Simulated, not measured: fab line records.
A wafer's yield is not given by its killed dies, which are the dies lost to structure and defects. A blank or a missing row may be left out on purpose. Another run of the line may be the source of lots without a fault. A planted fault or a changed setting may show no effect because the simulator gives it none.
Which of the tools did it? | flow nand_harc | 13 lots with 39 wafers sampled at 5 steps, on a route of 1302 steps

== WHAT THE GAUGES READ, wafer by wafer ==
NHARC_A_SLIT_CD_MEAS_09: target cd 300 nm. Usual: cd_nm reads 300.2 nm (standard deviation 0.53).
lot  | measured     | on        | cd_nm (nm)        | flag
L684 | day 20 04:16 | cd_sem-03 | 299.5 300.0 300.1 |
L686 | day 20 04:58 | cd_sem-02 | 300.5 299.3 300.1 |
L689 | day 21 12:46 | cd_sem-02 | 299.7 300.0 301.3 |
L687 | day 21 12:56 | cd_sem-01 | 300.3 299.9 300.4 |
L688 | day 21 19:49 | cd_sem-03 | 299.5 300.5 300.2 |
L691 | day 23 07:27 | cd_sem-01 | 300.4 300.2 300.6 |
L692 | day 23 12:03 | cd_sem-01 | 300.4 299.0 300.5 |
L694 | day 23 16:40 | cd_sem-02 | 300.2 300.2 300.6 |
L695 | day 24 05:09 | cd_sem-03 | 300.8 300.2 300.1 |
L698 | day 25 07:45 | cd_sem-02 | 300.0 299.4 301.4 |
L701 | day 26 22:55 | cd_sem-03 | 300.2 300.7 300.1 |
L705 | day 29 03:14 | cd_sem-01 | 300.0 299.3 300.2 |
L706 | day 29 06:58 | cd_sem-02 | 300.7 299.8 299.3 |

NHARC_END_SORT_01. Usual: killed_at_array 52, standard deviation 19; killed_at_other 0.9, standard deviation 1.3; killed_at_periphery 4, standard deviation 3.1; killed_dies 57, standard deviation 18; killed_open 3.2, standard deviation 1.7; killed_short 2.3, standard deviation 1.4.
lot  | measured     | on        | killed_at_array | killed_at_other | killed_at_periphery | killed_dies | killed_open | killed_short | flag
L684 | day 24 17:38 | prober-02 | 35 46 37        | 0 0 0           | 9 4 8               | 44 50 45    | 4 5 1       | 0 1 2        |
L686 | day 24 16:48 | prober-01 | 48 57 51        | 1 0 1           | 2 2 2               | 51 59 54    | 1 2 2       | 1 0 2        |
L689 | day 26 05:19 | prober-02 | 41 37 41        | 1 0 0           | 1 2 2               | 43 39 43    | 4 5 9       | 1 2 0        |
L687 | day 26 03:43 | prober-01 | 52 50 53        | 0 2 2           | 9 5 5               | 61 57 60    | 4 1 2       | 0 2 6        |
L688 | day 26 11:27 | prober-02 | 70 68 90        | 0 0 0           | 2 2 7               | 72 70 97    | 5 4 1       | 2 2 2        |
L691 | day 27 23:11 | prober-02 | 60 55 57        | 5 4 3           | 2 4 2               | 67 63 62    | 1 3 5       | 3 2 2        |
L692 | day 28 14:03 | prober-01 | 30 49 24        | 2 1 1           | 2 7 3               | 34 57 28    | 3 4 5       | 3 1 2        |
L694 | day 28 06:58 | prober-02 | 64 55 61        | 0 0 3           | 0 1 3               | 64 56 67    | 3 1 3       | 3 1 0        |
L695 | day 29 02:50 | prober-01 | 88 80 63        | 0 0 1           | 5 2 2               | 93 82 66    | 3 5 4       | 0 2 2        |
L698 | day 30 00:45 | prober-02 | 59 70 52        | 1 0 0           | 4 4 3               | 64 74 55    | 4 5 7       | 3 4 1        |
L701 | day 31 18:06 | prober-01 | 42 29 31        | 0 0 0           | 4 8 5               | 46 37 36    | 4 3 1       | 6 2 1        |
L705 | day 33 16:25 | prober-01 | 73 59 58        | 0 1 0           | 1 2 3               | 74 62 61    | 3 4 4       | 3 1 1        |
L706 | day 34 01:47 | prober-01 | 34 55 53        | 2 2 1           | 0 2 2               | 36 59 56    | 5 2 3       | 2 4 2        |

== WHAT TOOL EACH LOT RAN ON (gives the tool, then ch and the chambers of the sampled wafers, and finally the start) ==
lot  | NHARC_A_SLIT_ETCH_26             | NHARC_A_WL_FILL_ALD_00           | NHARC_A_WL_FILL_ALD_02
L684 | har_etch-01 ch 0,1, day 20 09:39 | ald_hk-03 ch 0,2,3, day 20 17:51 | ald_metal-01 ch 0,1,2, day 20 18:17
L686 | har_etch-02 ch 0,1, day 20 09:57 | ald_hk-04 ch 0,2, day 20 17:52   | ald_metal-03 ch 1,2,3, day 20 18:21
L689 | har_etch-01 ch 0,1, day 21 17:56 | ald_hk-01 ch 1,2,3, day 22 01:56 | ald_metal-03 ch 0,1,2, day 22 02:27
L687 | har_etch-02 ch 0,1, day 21 17:59 | ald_hk-03 ch 0,1,3, day 22 01:56 | ald_metal-02 ch 1,2,3, day 22 02:25
L688 | har_etch-01 ch 0, day 22 00:57   | ald_hk-01 ch 0,1, day 22 09:04   | ald_metal-02 ch 0,1,2, day 22 09:32
L691 | har_etch-02 ch 0,1, day 23 12:49 | ald_hk-01 ch 0,1,2, day 23 20:55 | ald_metal-01 ch 0,2,3, day 23 21:23
L692 | har_etch-01 ch 0,1, day 23 17:23 | ald_hk-03 ch 2,3, day 24 01:35   | ald_metal-03 ch 1,2,3, day 24 02:04
L694 | har_etch-02 ch 0,1, day 23 21:45 | ald_hk-03 ch 1,2,3, day 24 06:04 | ald_metal-02 ch 0,1,2, day 24 06:33
L695 | har_etch-01 ch 0,1, day 24 10:17 | ald_hk-04 ch 2,3, day 24 18:24   | ald_metal-01 ch 0,1,2, day 24 18:56
L698 | har_etch-01 ch 0,1, day 25 12:53 | ald_hk-03 ch 1,2,3, day 25 21:22 | ald_metal-01 ch 1,2,3, day 25 21:50
L701 | har_etch-02 ch 0,1, day 27 04:00 | ald_hk-04 ch 1,2,3, day 27 12:11 | ald_metal-01 ch 0,3, day 27 12:37
L705 | har_etch-01 ch 0,1, day 29 08:16 | ald_hk-04 ch 0,1, day 29 16:28   | ald_metal-02 ch 0,1, day 29 16:56
L706 | har_etch-01 ch 0,1, day 29 12:05 | ald_hk-04 ch 0,2, day 29 20:16   | ald_metal-03 ch 1,2, day 29 20:44
- NHARC_A_SLIT_ETCH_26: etches the open film in C4F8/O2/Ar, time 90 s, target depth 400 nm.
- NHARC_A_WL_FILL_ALD_00: deposits Al2O3, target thk 3 nm, pulse time 3 s, ald cycles 30.
- NHARC_A_WL_FILL_ALD_02: deposits TiN, target thk 2 nm, pulse time 3 s, ald cycles 100.

== WHAT THE TOOLS THEMSELVES READ (means of the sampled wafers that have a number; where no wafer has one, the mark that the record gives instead) ==
NHARC_A_SLIT_ETCH_26. Usual: drypump_motor_current_A 5.7 A, standard deviation 0.39; oes_air_line_au 0.999 a.u., standard deviation 0.021; showerhead_plenum_p_Torr 3.60 Torr, standard deviation 0.094; throttle_valve_pct 27.619 %, standard deviation 0.0097.
lot  | tool        | drypump_motor_current_A (A) | oes_air_line_au (a.u.) | showerhead_plenum_p_Torr (Torr) | throttle_valve_pct (%) | flag
L684 | har_etch-01 | 6.1                         | 1.003                  | 3.57                            | 27.615                 |
L686 | har_etch-02 | 5.3                         | 0.994                  | 3.72                            | 27.619                 |
L689 | har_etch-01 | 6.1                         | 0.994                  | 3.53                            | 27.611                 |
L687 | har_etch-02 | 5.4                         | 0.998                  | 3.71                            | 27.628                 |
L688 | har_etch-01 | 6.2                         | 0.955                  | 3.49                            | 27.611                 |
L691 | har_etch-02 | 5.3                         | 0.996                  | 3.70                            | 27.621                 |
L692 | har_etch-01 | 6.1                         | 1.006                  | 3.51                            | 27.622                 |
L694 | har_etch-02 | 5.3                         | 1.012                  | 3.70                            | 27.619                 |
L695 | har_etch-01 | 6.1                         | 0.989                  | 3.54                            | 27.624                 |
L698 | har_etch-01 | 6.1                         | 0.997                  | 3.50                            | 27.615                 |
L701 | har_etch-02 | 5.4                         | 0.983                  | 3.67                            | 27.612                 |
L705 | har_etch-01 | 6.1                         | 0.992                  | 3.47                            | 27.618                 |
L706 | har_etch-01 | 6.1                         | 0.988                  | 3.50                            | 27.605                 |

NHARC_A_WL_FILL_ALD_00. Usual: heater_power_w 493 W, standard deviation 64; precursor_pulse_height_rel 0.997, standard deviation 0.021.
lot  | tool      | heater_power_w (W) | precursor_pulse_height_rel | flag
L684 | ald_hk-03 | 482                | 1.000                      |
L686 | ald_hk-04 | 473                | 1.013                      |
L689 | ald_hk-01 | 502                | 1.018                      |
L687 | ald_hk-03 | 529                | 0.983                      |
L688 | ald_hk-01 | 562                | 1.009                      |
L691 | ald_hk-01 | 539                | 1.008                      |
L692 | ald_hk-03 | 479                | 0.996                      |
L694 | ald_hk-03 | 532                | 1.000                      |
L695 | ald_hk-04 | 392                | 0.985                      |
L698 | ald_hk-03 | 508                | 1.009                      |
L701 | ald_hk-04 | 428                | 0.991                      |
L705 | ald_hk-04 | 469                | 1.009                      |
L706 | ald_hk-04 | 464                | 1.012                      |

NHARC_A_WL_FILL_ALD_02. Usual: heater_power_w 1123 W, standard deviation 130; precursor_pulse_height_rel 1.000, standard deviation 0.02.
lot  | tool         | heater_power_w (W) | precursor_pulse_height_rel | flag
L684 | ald_metal-01 | 1086               | 0.984                      |
L686 | ald_metal-03 | 1078               | 1.007                      |
L689 | ald_metal-03 | 1037               | 0.991                      |
L687 | ald_metal-02 | 1154               | 0.993                      |
L688 | ald_metal-02 | 1188               | 0.991                      |
L691 | ald_metal-01 | 1215               | 0.999                      |
L692 | ald_metal-03 | 1060               | 1.001                      |
L694 | ald_metal-02 | 1178               | 0.989                      |
L695 | ald_metal-01 | 1109               | 1.004                      |
L698 | ald_metal-01 | 1176               | 1.018                      |
L701 | ald_metal-01 | 1233               | 0.991                      |
L705 | ald_metal-02 | 1097               | 1.006                      |
L706 | ald_metal-03 | 1051               | 0.998                      |

== THE ANSWER, worked out from the rows above alone ==
Rule: lot off if the mean of its wafers having a number is beyond 3 standard deviations from the usual mean. A lot without any number at a reading at which 4 lots or more have one is off too. The other lots that the step has rows for count as sound. The gauges are gone through in route order, then the tools' own readings, and for those a lot's mean is taken as printed above. At the first step where some lot is off, the reading lying furthest off is the one used; lots without a number count as furthest.
None of the lots is off at any reading shown; this tells nothing.

== WHAT THE SIMULATOR PUT IN ==
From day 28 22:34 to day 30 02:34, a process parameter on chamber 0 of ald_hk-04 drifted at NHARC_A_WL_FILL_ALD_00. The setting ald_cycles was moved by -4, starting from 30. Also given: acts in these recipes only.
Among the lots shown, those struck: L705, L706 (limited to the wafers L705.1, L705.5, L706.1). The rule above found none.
